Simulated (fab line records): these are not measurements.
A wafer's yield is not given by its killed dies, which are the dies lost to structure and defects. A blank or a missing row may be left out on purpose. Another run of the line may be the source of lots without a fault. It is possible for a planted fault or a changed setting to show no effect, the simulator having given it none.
fab line records	flow n5_finfet
record lots=5	wafers=15	last_day=19
route steps=1938 shown BEOL_M4@1094 BEOL_M5@1112
lots that met no fault: taken from a fault-free run of the same line
start_h: start of the lot's first displayed wafer, in hours after the record's first day	wait_h: hours since the lot's step before	" the same as in the row above	L1.1+2: a row that stands for several wafers	- either no value or no given start	* or withheld: withheld	< > ~ a bound
route shown NAME@n: names a module that has steps shown in the file, with the first one's number in the route	usual: the fault-free wafers' mean and standard deviation	same: alike in all rows	chamber/n: place in a boat	sites: the reading at each site	_std_site: the standard deviation of these	_edge_site: outer sites' mean less inner sites'	radius_mm: how far each site lies from the wafer's centre	mask NAME#n: copy n	behind: the most recent tool/chamber to have shaped the wafer	hold: reason for holding the lot/hours on hold/outcome of the hold	device: the transistor (n, p or np) that didn't switch	end of line: the route-end tests of the same wafers	for a step that has no rows: nothing shown but its recipe	killed: at the first sort, the dies lost to defects and structure; wafer yield is something else	map: a wafer's dies, x killed, . not, _ none there
set.NAME: the run value of the setting; set.NAME@STEP: its run value at that earlier step	model.NAME: the simulator's own value behind a step, which no gauge read
a table for each step, a row for each wafer; lots at some steps of the route
services: when a tool's chamber went out of use (start_h, in hours from the record's first day, below 0 if earlier), for how many hours, and the reason
## steps
# step N5_BEOL_M4_SPUTTER_90
# recipe material=Cu	target_thk_a=45	temp_c=-20	chamber_pressure_pa=0.07	power_w=withheld	time_s=8.29
# usual throttle_valve_pct=30.3/0.86
lot.wafer	tool	chamber	start_h	wait_h	throttle_valve_pct
L079.3	pvd_sputter-01	-	221.88	0.1	30.6
L079.5	"	-	"	"	30.1
L079.6	"	-	"	"	30.8
L080.1	pvd_sputter-01	-	227.35	0.1	30.1
L080.2	"	-	"	"	30.0
L080.4	"	-	"	"	31.0
L083.2	pvd_sputter-02	-	247.39	0.1	28.8
L083.4	"	-	"	"	29.5
L083.6	"	-	"	"	29.9
L094.1	pvd_sputter-01	-	313.56	0.1	30.2
L094.3	"	-	"	"	31.1
L094.4	"	-	"	"	30.4
L096.2	pvd_sputter-01	-	325.89	0.1	31.2
L096.5	"	-	"	"	31.1
L096.6	"	-	"	"	30.3
# step N5_BEOL_M4_ANNEAL_91
# recipe temp_c=400	time_s=240	ambient=vacuum
# usual heater_power_w=807/45
lot.wafer	tool	chamber	start_h	wait_h	heater_power_w
L079.3	pvd_sputter-01	-	221.96	0.0	792
L079.5	"	-	"	"	846
L079.6	"	-	"	"	845
L080.1	pvd_sputter-01	-	227.43	0.0	836
L080.2	"	-	"	"	721
L080.4	"	-	"	"	839
L083.2	pvd_sputter-02	-	247.47	0.0	799
L083.4	"	-	"	"	809
L083.6	"	-	"	"	830
L094.1	pvd_sputter-01	-	313.64	0.0	716
L094.3	"	-	"	"	839
L094.4	"	-	"	"	785
L096.2	pvd_sputter-01	-	325.97	0.0	826
L096.5	"	-	"	"	811
L096.6	"	-	"	"	852
# step N5_BEOL_M4_SPUTTER_92
# recipe material=Cu	target_thk_a=45	temp_c=-20	chamber_pressure_pa=0.07	power_w=withheld	time_s=8.29
# usual throttle_valve_pct=30.3/0.87
lot.wafer	tool	chamber	start_h	wait_h	throttle_valve_pct
L079.3	pvd_sputter-01	-	222.10	0.1	30.6
L079.5	"	-	"	"	30.3
L079.6	"	-	"	"	30.9
L080.1	pvd_sputter-01	-	227.57	0.1	30.3
L080.2	"	-	"	"	30.0
L080.4	"	-	"	"	31.0
L083.2	pvd_sputter-02	-	247.61	0.1	28.9
L083.4	"	-	"	"	29.5
L083.6	"	-	"	"	30.3
L094.1	pvd_sputter-01	-	313.78	0.1	30.3
L094.3	"	-	"	"	30.9
L094.4	"	-	"	"	30.6
L096.2	pvd_sputter-01	-	326.11	0.1	31.1
L096.5	"	-	"	"	30.7
L096.6	"	-	"	"	30.3
# step N5_BEOL_M4_ANNEAL_93
# recipe temp_c=400	time_s=240	ambient=vacuum
# usual heater_power_w=807/43
lot.wafer	tool	chamber	start_h	wait_h	heater_power_w
L079.3	pvd_sputter-01	-	222.18	0.0	786
L079.5	"	-	"	"	839
L079.6	"	-	"	"	851
L080.1	pvd_sputter-01	-	227.65	0.0	848
L080.2	"	-	"	"	713
L080.4	"	-	"	"	858
L083.2	pvd_sputter-02	-	247.69	0.0	794
L083.4	"	-	"	"	781
L083.6	"	-	"	"	834
L094.1	pvd_sputter-01	-	313.86	0.0	719
L094.3	"	-	"	"	810
L094.4	"	-	"	"	779
L096.2	pvd_sputter-01	-	326.19	0.0	860
L096.5	"	-	"	"	843
L096.6	"	-	"	"	856
# step N5_BEOL_M4_SPUTTER_94
# recipe material=Cu	target_thk_a=45	temp_c=-20	chamber_pressure_pa=0.07	power_w=withheld	time_s=8.29
# usual throttle_valve_pct=30.3/0.85
lot.wafer	tool	chamber	start_h	wait_h	throttle_valve_pct
L079.3	pvd_sputter-01	-	222.32	0.1	30.6
L079.5	"	-	"	"	30.4
L079.6	"	-	"	"	30.9
L080.1	pvd_sputter-01	-	227.79	0.1	30.1
L080.2	"	-	"	"	30.0
L080.4	"	-	"	"	31.1
L083.2	pvd_sputter-02	-	247.83	0.1	28.9
L083.4	"	-	"	"	29.4
L083.6	"	-	"	"	29.9
L094.1	pvd_sputter-01	-	314.00	0.1	30.3
L094.3	"	-	"	"	31.1
L094.4	"	-	"	"	30.5
L096.2	pvd_sputter-01	-	326.33	0.1	30.9
L096.5	"	-	"	"	30.9
L096.6	"	-	"	"	30.4
# step N5_BEOL_M4_ANNEAL_95
# recipe temp_c=400	time_s=240	ambient=vacuum
# usual heater_power_w=807/44
lot.wafer	tool	chamber	start_h	wait_h	heater_power_w
L079.3	pvd_sputter-01	-	222.40	0.0	774
L079.5	"	-	"	"	842
L079.6	"	-	"	"	830
L080.1	pvd_sputter-01	-	227.87	0.0	835
L080.2	"	-	"	"	697
L080.4	"	-	"	"	840
L083.2	pvd_sputter-02	-	247.91	0.0	785
L083.4	"	-	"	"	786
L083.6	"	-	"	"	833
L094.1	pvd_sputter-01	-	314.08	0.0	721
L094.3	"	-	"	"	834
L094.4	"	-	"	"	795
L096.2	pvd_sputter-01	-	326.41	0.0	852
L096.5	"	-	"	"	815
L096.6	"	-	"	"	835
# step N5_BEOL_M4_SPUTTER_96
# recipe material=Cu	target_thk_a=45	temp_c=-20	chamber_pressure_pa=0.07	power_w=withheld	time_s=8.29
# usual throttle_valve_pct=30.3/0.83
lot.wafer	tool	chamber	start_h	wait_h	throttle_valve_pct
L079.3	pvd_sputter-01	-	222.54	0.1	30.4
L079.5	"	-	"	"	30.3
L079.6	"	-	"	"	30.9
L080.1	pvd_sputter-01	-	228.01	0.1	30.2
L080.2	"	-	"	"	30.3
L080.4	"	-	"	"	30.8
L083.2	pvd_sputter-02	-	248.05	0.1	28.9
L083.4	"	-	"	"	29.5
L083.6	"	-	"	"	30.3
L094.1	pvd_sputter-01	-	314.22	0.1	29.9
L094.3	"	-	"	"	31.0
L094.4	"	-	"	"	30.6
L096.2	pvd_sputter-01	-	326.55	0.1	30.8
L096.5	"	-	"	"	31.0
L096.6	"	-	"	"	30.3
# step N5_BEOL_M4_ECD_50
# recipe material=Cu	target_thk_a=3000
lot.wafer	tool	chamber	start_h	wait_h
L079.3+5+6	ecd_cu-01	0,1,0	222.70	0.1
L080.1+2+4	ecd_cu-02	0,1,0	228.13	0.1
L083.2+4+6	ecd_cu-01	1,1,0	248.17	0.1
L094.1+3+4	ecd_cu-01	1,1,0	314.34	0.1
L096.2+5+6	ecd_cu-01	1,0,1	326.67	0.1
# step N5_BEOL_M4_ANNEAL_51
# recipe temp_c=225	time_s=90	ambient=N2
# usual wafer_temp_C_max=225.9/0.46
lot.wafer	tool	chamber	start_h	wait_h	wafer_temp_C_max
L079.3	rtp_anneal-02	0	223.07	0.3	225.2
L079.5	"	0	"	"	225.5
L079.6	"	0	"	"	225.2
L080.1	rtp_anneal-02	0	228.21	0.1	225.7
L080.2	"	0	"	"	225.6
L080.4	"	0	"	"	225.7
L083.2	rtp_anneal-01	0	248.29	0.1	226.3
L083.4	"	0	"	"	226.8
L083.6	"	0	"	"	226.3
L094.1	rtp_anneal-01	0	314.42	0.1	225.8
L094.3	"	0	"	"	226.5
L094.4	"	0	"	"	226.7
L096.2	rtp_anneal-02	0	326.81	0.1	225.6
L096.5	"	0	"	"	225.5
L096.6	"	0	"	"	225.3
# step N5_BEOL_M4_CMP_52
# recipe stop_on=SiOC	t_overpolish_s=6.8	down_force_psi=1	platen_rpm=50	clearing_platen_down_force_psi=1.5	clearing_platen_rpm=50	post_cmp_clean=cu_alkaline	target_thk_nm=40	clearing_platen_pad_velocity_m_s=0.99484	pad_velocity_m_s=0.99484
# usual barrier_field_endpoint_s=24.7/0.65	motor_current_A=6.0/0.53	overpolish_run_s=6.800/0.0082	time_to_endpoint_s=62.6/3
lot.wafer	tool	chamber	start_h	wait_h	barrier_field_endpoint_s	motor_current_A	overpolish_run_s	time_to_endpoint_s
L079.3	cmp-04	1	223.39	0.3	24.5	5.9	6.803	62.6
L079.6	"	2	"	"	26.5	5.6	6.825	64.8
L079.5	"	3	"	"	25.4	6.2	6.814	62.1
L080.1	cmp-04	2	228.51	0.3	25.3	5.1	6.801	62.4
L080.4	"	3	"	"	24.7	6.7	6.797	62.5
L080.2	"	0	"	"	25.5	6.5	6.800	67.2
L083.2	cmp-03	2	248.62	0.3	24.7	6.9	6.797	63.0
L083.4	"	3	"	"	25.0	6.0	6.814	62.6
L083.6	"	0	"	"	24.8	5.9	6.793	59.9
L094.1	cmp-04	1	314.76	0.3	24.3	6.4	6.788	59.7
L094.3	"	2	"	"	24.6	5.1	6.800	61.3
L094.4	"	3	"	"	24.8	6.6	6.792	58.8
L096.2	cmp-04	1	327.06	0.2	23.8	6.4	6.803	59.2
L096.5	"	1	"	"	23.5	6.2	6.806	58.2
L096.6	"	2	"	"	24.2	5.3	6.803	63.2
# step N5_BEOL_M4_THK_MEAS_53
# recipe thk_meas_gauge=xrf	reads=Cu_of_BEOL_M4_ECD_50
# usual M4_THK=39.8/1.1
lot.wafer	tool	chamber	start_h	wait_h	M4_THK[nm]
L079.3	film_metro-02	-	223.57	-	39.9
L079.5	"	-	"	"	39.6
L079.6	"	-	"	"	41.2
L080.1	film_metro-01	-	228.80	-	41.9
L080.2	"	-	"	"	42.3
L080.4	"	-	"	"	41.9
L083.2	film_metro-01	-	248.84	-	40.9
L083.4	"	-	"	"	42.2
L083.6	"	-	"	"	41.0
L094.1	film_metro-02	-	315.01	-	39.8
L094.3	"	-	"	"	38.4
L094.4	"	-	"	"	39.2
L096.2	film_metro-02	-	327.36	-	39.4
L096.5	"	-	"	"	39.1
L096.6	"	-	"	"	38.5
# step N5_BEOL_M4_PRE_CLEAN_60
# recipe gas=NH3/H2	time_s=15	temp_c=*	rf_power_w=300
# usual heater_power_w=84/16
lot.wafer	tool	chamber	start_h	wait_h	heater_power_w
L079.3	cvd_co-02	2	223.60	0.0	95
L079.5	"	1	"	"	101
L079.6	"	0	"	"	67
L080.1	cvd_co-02	2	228.84	0.0	96
L080.2	"	1	"	"	101
L080.4	"	1	"	"	98
L083.2	cvd_co-01	1	248.88	0.0	95
L083.4	"	2	"	"	60
L083.6	"	0	"	"	89
L094.1	cvd_co-02	1	315.05	0.0	103
L094.3	"	2	"	"	97
L094.4	"	2	"	"	96
L096.2	cvd_co-02	1	327.39	0.0	98
L096.5	"	0	"	"	67
L096.6	"	2	"	"	96
# step N5_BEOL_M4_CO_CAP_55
# recipe material=Co	target_thk_a=20	temp_c=200	precursor=CCTBA/H2	pressure_torr=30	time_s=102.1
# usual heater_power_w=235/19
lot.wafer	tool	chamber	start_h	wait_h	heater_power_w
L079.3	cvd_co-02	2	223.64	0.0	246
L079.5	"	1	"	"	256
L079.6	"	0	"	"	214
L080.1	cvd_co-02	2	228.88	0.0	245
L080.2	"	1	"	"	250
L080.4	"	1	"	"	253
L083.2	cvd_co-01	1	248.92	0.0	248
L083.4	"	2	"	"	202
L083.6	"	0	"	"	244
L094.1	cvd_co-02	1	315.09	0.0	254
L094.3	"	2	"	"	254
L094.4	"	2	"	"	254
L096.2	cvd_co-02	1	327.43	0.0	253
L096.5	"	0	"	"	211
L096.6	"	2	"	"	258
# step N5_BEOL_M4_PRE_CLEAN_56
# recipe gas=NH3	time_s=15	temp_c=withheld	rf_power_w=300
lot.wafer	tool	chamber	start_h	wait_h
L079.3+5+6	pecvd-04	1,1,2	223.74	0.1
L080.1+2+4	pecvd-02	1,0,1	228.97	0.1
L083.2+4+6	pecvd-02	1,1,2	249.01	0.1
L094.1+3+4	pecvd-02	2,1,0	315.18	0.1
L096.2+5+6	pecvd-04	2,2,0	327.52	0.1
# step N5_BEOL_M4_DEP_57
# recipe material=SiCN	target_thk_a=80	temp_c=withheld	precursor=3MS/NH3	pressure_torr=3	rf_w=202	time_s=14
# usual showerhead_plenum_p_Torr=3.666/0.016	throttle_valve_pct=9.2/0.42
lot.wafer	tool	chamber	start_h	wait_h	showerhead_plenum_p_Torr	throttle_valve_pct
L079.3	pecvd-04	1	223.76	0.0	3.637	9.1
L079.5	"	1	"	"	3.645	9.3
L079.6	"	2	"	"	3.645	8.7
L080.1	pecvd-02	1	229.01	0.0	3.681	8.8
L080.2	"	0	"	"	3.665	9.0
L080.4	"	1	"	"	3.676	8.9
L083.2	pecvd-02	1	249.03	0.0	3.671	8.8
L083.4	"	1	"	"	3.662	8.6
L083.6	"	2	"	"	3.664	8.4
L094.1	pecvd-02	2	315.21	0.0	3.675	8.9
L094.3	"	1	"	"	3.666	9.0
L094.4	"	0	"	"	3.666	9.2
L096.2	pecvd-04	2	327.56	0.0	3.636	9.0
L096.5	"	2	"	"	3.647	9.0
L096.6	"	0	"	"	3.670	8.8
# step N5_BEOL_M4_RS_MEAS_58
# recipe thk_meas_gauge=four-point-probe	reads=Co_of_BEOL_M4_CO_CAP_55+Cu_of_BEOL_M4_ECD_50+Co_of_BEOL_M4_CVD_47+TaN_of_BEOL_M4_ALD_84
# usual M4_RS=0.676/0.025
lot.wafer	tool	chamber	start_h	wait_h	M4_RS[ohm/sq]
L079.3	film_metro-01	-	223.83	0.1	0.673
L079.5	"	-	"	"	0.676
L079.6	"	-	"	"	0.649
L080.1	film_metro-02	-	229.09	0.1	0.632
L080.2	"	-	"	"	0.623
L080.4	"	-	"	"	0.629
L083.2	film_metro-02	-	249.10	0.1	0.664
L083.4	"	-	"	"	0.637
L083.6	"	-	"	"	0.660
L094.1	film_metro-01	-	315.27	0.0	0.675
L094.3	"	-	"	"	0.708
L094.4	"	-	"	"	0.689
L096.2	film_metro-01	-	327.65	0.1	0.689
L096.5	"	-	"	"	0.691
L096.6	"	-	"	"	0.706
# step N5_BEOL_M4_INSPECT_59
# recipe inspect_instrument=darkfield	mode=post_dep
# usual raw_defect_count=71/26
lot.wafer	tool	chamber	start_h	wait_h	raw_defect_count
L079.3	defect_inspect-02	-	223.85	0.0	79
L079.5	"	-	"	"	54
L079.6	"	-	"	"	105
L080.1	defect_inspect-02	-	229.12	0.0	90
L080.2	"	-	"	"	76
L080.4	"	-	"	"	104
L083.2	defect_inspect-02	-	249.13	0.0	122
L083.4	"	-	"	"	151
L083.6	"	-	"	"	179
L094.1	defect_inspect-02	-	315.30	0.0	105
L094.3	"	-	"	"	69
L094.4	"	-	"	"	120
L096.2	defect_inspect-01	-	327.67	0.0	95
L096.5	"	-	"	"	49
L096.6	"	-	"	"	71
# step N5_BEOL_M4_RC_MEAS_101
# usual DIBL_N=36.4/1.4	DIBL_P=36.4/1.5	IOFF_N=0.156/0.022	IOFF_P=0.210/0.023	ION_N=675/9.1	ION_P=463/5.7	SS_N=71.6/0.45	SS_P=73.3/0.56	VT_N=250/3.1	VT_P=-250.3/2.3
lot.wafer	tool	chamber	start_h	wait_h	DIBL_N[mV/V]	DIBL_P[mV/V]	IOFF_N[nA/um]	IOFF_P[nA/um]	ION_N[uA/um]	ION_P[uA/um]	SS_N[mV/dec]	SS_P[mV/dec]	VT_N[mV]	VT_P[mV]
L079.3	prober-01	0	224.19	0.3	36.2	36.9	0.182	0.227	678	463	71.5	73.5	246	-249.8
L079.5	"	0	"	"	33.7	35.0	0.139	0.194	672	464	70.9	71.9	249	-250.3
L079.6	"	0	"	"	36.1	38.1	0.190	0.258	694	476	71.9	73.3	243	-247.5
L080.1	prober-02	0	229.14	0.0	37.9	36.2	0.180	0.247	684	470	72.6	73.3	247	-248.2
L080.2	"	0	"	"	37.3	34.4	0.163	0.216	680	467	71.3	73.3	251	-248.5
L080.4	"	0	"	"	35.8	32.9	0.134	0.194	671	466	71.1	73.5	251	-248.8
L083.2	prober-01	0	249.31	0.2	35.5	35.9	0.131	0.182	667	459	71.7	72.6	256	-250.9
L083.4	"	0	"	"	35.2	36.1	0.131	0.184	666	454	71.9	72.8	258	-252.4
L083.6	"	0	"	"	35.7	36.6	0.135	0.188	669	458	71.7	72.8	255	-252.5
L094.1	prober-02	0	315.33	0.0	33.9	33.7	0.121	0.188	673	464	70.9	73.8	250	-250.0
L094.3	"	0	"	"	36.1	36.5	0.162	0.218	678	469	72.2	73.7	252	-247.1
L094.4	"	0	"	"	34.8	34.6	0.134	0.194	666	462	70.8	72.9	252	-249.0
L096.2	prober-02	0	327.85	0.2	36.4	37.5	0.167	0.238	683	474	72.1	73.0	249	-248.2
L096.5	"	0	"	"	36.3	37.1	0.158	0.233	688	475	71.7	72.9	250	-246.6
L096.6	"	0	"	"	37.8	37.9	0.193	0.260	685	473	71.9	73.3	245	-248.3
# step N5_BEOL_M5_ILD_DEP_00
# recipe material=SiCOH_lowk	target_thk_a=1406.4	temp_c=300	precursor=DEMS/porogen	pressure_torr=5	rf_w=500	time_s=25.9
# usual heater_power_w=328/55	showerhead_plenum_p_Torr=5.742/0.016	throttle_valve_pct=14.1/0.56
lot.wafer	tool	chamber	start_h	wait_h	heater_power_w	showerhead_plenum_p_Torr	throttle_valve_pct
L079.3	pecvd-03	2	224.84	0.5	331	5.734	13.8
L079.5	"	1	"	"	301	5.718	14.3
L079.6	"	2	"	"	340	5.735	14.0
L080.1	pecvd-02	0	230.10	0.8	292	5.736	13.8
L080.2	"	1	"	"	385	5.745	13.7
L080.4	"	0	"	"	302	5.739	13.9
L083.2	pecvd-02	0	250.11	0.7	271	5.742	13.8
L083.4	"	2	"	"	277	5.739	13.2
L083.6	"	0	"	"	285	5.740	13.9
L094.1	pecvd-01	1	316.29	0.8	273	5.735	15.4
L094.3	"	0	"	"	396	5.748	14.4
L094.4	"	1	"	"	281	5.745	15.2
L096.2	pecvd-01	1	328.66	0.7	276	5.757	15.3
L096.5	"	0	"	"	388	5.766	14.6
L096.6	"	2	"	"	468	5.760	15.1
# step N5_BEOL_M5_CURE_79
# recipe temp_c=385	time_s=240	ambient=He/Ar	material=SiCOH_lowk
# usual lamp_power_pct=52.32/0.055	wafer_temp_C_max=387.3/0.67
lot.wafer	tool	chamber	start_h	wait_h	lamp_power_pct	wafer_temp_C_max
L079.3	uv_cure-01	1	225.06	0.2	52.31	386.9
L079.5	"	1	"	"	52.30	388.0
L079.6	"	1	"	"	52.33	387.3
L080.1	uv_cure-03	2	230.18	0.1	52.26	387.4
L080.2	"	2	"	"	52.31	387.9
L080.4	"	2	"	"	52.31	387.0
L083.2	uv_cure-03	2	250.26	0.1	52.44	387.8
L083.4	"	2	"	"	52.19	387.4
L083.6	"	2	"	"	52.48	387.2
L094.1	uv_cure-03	0	316.35	0.0	52.39	386.7
L094.3	"	0	"	"	52.31	387.0
L094.4	"	0	"	"	52.33	386.8
L096.2	uv_cure-01	0	328.88	0.2	52.20	386.4
L096.5	"	0	"	"	52.34	386.7
L096.6	"	0	"	"	52.29	387.5
# step N5_BEOL_M5_THK_MEAS_01
# recipe reads=SiCOH_lowk_of_BEOL_M5_ILD_DEP_00
# usual M5_ILD_THK=121.5/1.6
lot.wafer	tool	chamber	start_h	wait_h	M5_ILD_THK[nm]
L079.3	film_metro-01	-	225.42	0.3	120.1
L079.5	"	-	"	"	123.6
L079.6	"	-	"	"	122.2
L080.1	film_metro-02	-	230.70	0.4	119.8
L080.2	"	-	"	"	120.1
L080.4	"	-	"	"	121.4
L083.2	film_metro-02	-	250.69	0.4	118.5
L083.4	"	-	"	"	120.3
L083.6	"	-	"	"	121.8
L094.1	film_metro-01	-	316.86	0.4	122.1
L094.3	"	-	"	"	122.1
L094.4	"	-	"	"	124.4
L096.2	film_metro-01	-	329.71	0.7	119.3
L096.5	"	-	"	"	123.0
L096.6	"	-	"	"	121.8
# step N5_BEOL_M5_PECVD_70
# recipe material=SiO2	target_thk_a=160	temp_c=400	precursor=TEOS/O2	pressure_torr=5.5	rf_w=450	teos_flow_sccm=53.8	gas=O2	flow_sccm=3000	time_s=18
# usual heater_power_w=752/110	showerhead_plenum_p_Torr=8.81/0.066	throttle_valve_pct=23.0/0.91
lot.wafer	tool	chamber	start_h	wait_h	heater_power_w	showerhead_plenum_p_Torr	throttle_valve_pct
L079.3	pecvd-01	0	225.47	0.1	829	8.86	23.3
L079.5	"	1	"	"	609	8.77	24.6
L079.6	"	2	"	"	929	8.93	23.5
L080.1	pecvd-03	1	230.73	0.0	748	8.72	23.0
L080.2	"	2	"	"	781	8.74	22.2
L080.4	"	2	"	"	780	8.74	22.3
L083.2	pecvd-03	0	250.73	0.0	687	8.85	23.2
L083.4	"	0	"	"	698	8.82	23.1
L083.6	"	2	"	"	745	8.76	21.9
L094.1	pecvd-03	0	316.90	0.0	675	8.83	22.6
L094.3	"	1	"	"	770	8.71	23.0
L094.4	"	1	"	"	775	8.73	23.2
L096.2	pecvd-03	0	329.75	0.0	712	8.83	22.9
L096.5	"	1	"	"	765	8.74	23.2
L096.6	"	2	"	"	696	8.74	21.9
# step N5_BEOL_M5_HM_DEP_02
# recipe material=TiN	target_thk_a=200	temp_c=25	chamber_pressure_pa=0.49996
# usual throttle_valve_pct=30.2/0.91
lot.wafer	tool	chamber	start_h	wait_h	throttle_valve_pct
L079.3	pvd_sputter-03	-	225.53	0.0	31.6
L079.5	"	-	"	"	32.5
L079.6	"	-	"	"	29.8
L080.1	pvd_sputter-01	-	230.83	0.1	31.0
L080.2	"	-	"	"	30.1
L080.4	"	-	"	"	30.3
L083.2	pvd_sputter-01	-	252.90	2.2	30.6
L083.4	"	-	"	"	30.8
L083.6	"	-	"	"	30.2
L094.1	pvd_sputter-03	-	316.97	0.1	29.6
L094.3	"	-	"	"	29.8
L094.4	"	-	"	"	31.8
L096.2	pvd_sputter-02	-	331.66	1.9	30.2
L096.5	"	-	"	"	29.4
L096.6	"	-	"	"	29.8
# step N5_BEOL_M5_COAT_59
# recipe resist=SOC	temp_c=250	time_s=60	spin_rpm=1500	resist_thk_nm=60
# usual dispense_pressure_kPa=48/3.2
lot.wafer	tool	chamber	start_h	wait_h	dispense_pressure_kPa
L079.3	litho_track-03	0	225.65	0.1	46
L079.5	"	0	"	"	46
L079.6	"	0	"	"	46
L080.1	litho_track-03	0	230.96	0.1	46
L080.2	"	0	"	"	46
L080.4	"	0	"	"	46
L083.2	litho_track-04	0	253.03	0.1	51
L083.4	"	0	"	"	51
L083.6	"	0	"	"	51
L094.1	litho_track-04	0	317.10	0.1	51
L094.3	"	0	"	"	51
L094.4	"	0	"	"	51
L096.2	litho_track-03	0	331.79	0.1	46
L096.5	"	0	"	"	46
L096.6	"	0	"	"	46
# step N5_BEOL_M5_COAT_60
# recipe resist=SiARC	temp_c=220	time_s=60	spin_rpm=1500	resist_thk_nm=12
# usual dispense_pressure_kPa=48/3.2
lot.wafer	tool	chamber	start_h	wait_h	dispense_pressure_kPa
L079.3	litho_track-03	0	-	-	46
L079.5	"	0	"	"	46
L079.6	"	0	"	"	46
L080.1	litho_track-03	0	-	-	46
L080.2	"	0	"	"	46
L080.4	"	0	"	"	46
L083.2	litho_track-04	0	-	-	51
L083.4	"	0	"	"	51
L083.6	"	0	"	"	51
L094.1	litho_track-04	0	-	-	51
L094.3	"	0	"	"	51
L094.4	"	0	"	"	51
L096.2	litho_track-03	0	-	-	46
L096.5	"	0	"	"	46
L096.6	"	0	"	"	46
# step N5_BEOL_M5_COAT_71
# recipe resist=underlayer	temp_c=205	time_s=60	spin_rpm=1500	resist_thk_nm=5
# usual dispense_pressure_kPa=48/3.2
lot.wafer	tool	chamber	start_h	wait_h	dispense_pressure_kPa
L079.3	litho_track-03	0	-	-	45
L079.5	"	0	"	"	45
L079.6	"	0	"	"	45
L080.1	litho_track-03	0	-	-	45
L080.2	"	0	"	"	45
L080.4	"	0	"	"	45
L083.2	litho_track-04	0	-	-	51
L083.4	"	0	"	"	51
L083.6	"	0	"	"	51
L094.1	litho_track-04	0	-	-	51
L094.3	"	0	"	"	51
L094.4	"	0	"	"	51
L096.2	litho_track-03	0	-	-	45
L096.5	"	0	"	"	45
L096.6	"	0	"	"	45
## services
tool	chamber	start_h	hours	kind
cmp-04	-	199.95	6.6	pm
pecvd-04	-	200.31	1.6	repair
pecvd-02	2	202.38	-	clean
pecvd-02	2	202.38	-	consumable_replace:showerhead
pecvd-02	2	202.38	29.0	scheduled_down
pecvd-02	2	202.38	29.0	vent_cycle
cmp-03	-	207.61	4.0	pm
pecvd-03	-	214.46	1.7	repair
uv_cure-01	-	220.60	2.1	pm
pecvd-03	-	225.74	3.7	repair
pecvd-01	0	227.89	4.0	repair
rtp_anneal-01	-	228.59	4.2	pm
ecd_cu-01	-	252.06	7.3	pm
pecvd-03	0	253.56	2.1	scheduled_down
cmp-04	-	257.06	1.3	repair
pecvd-04	2	263.06	2.1	scheduled_down
pecvd-01	-	274.98	0.7	repair
pvd_sputter-01	-	283.92	0.7	repair
cmp-03	-	289.82	0.5	repair
pecvd-02	-	307.15	0.7	repair
litho_track-03	-	311.52	-	consumable_replace:filter
pecvd-04	1	324.98	5.5	scheduled_down
cvd_co-02	2	329.57	7.7	repair
uv_cure-03	-	331.52	1.0	pm
## key
fault none
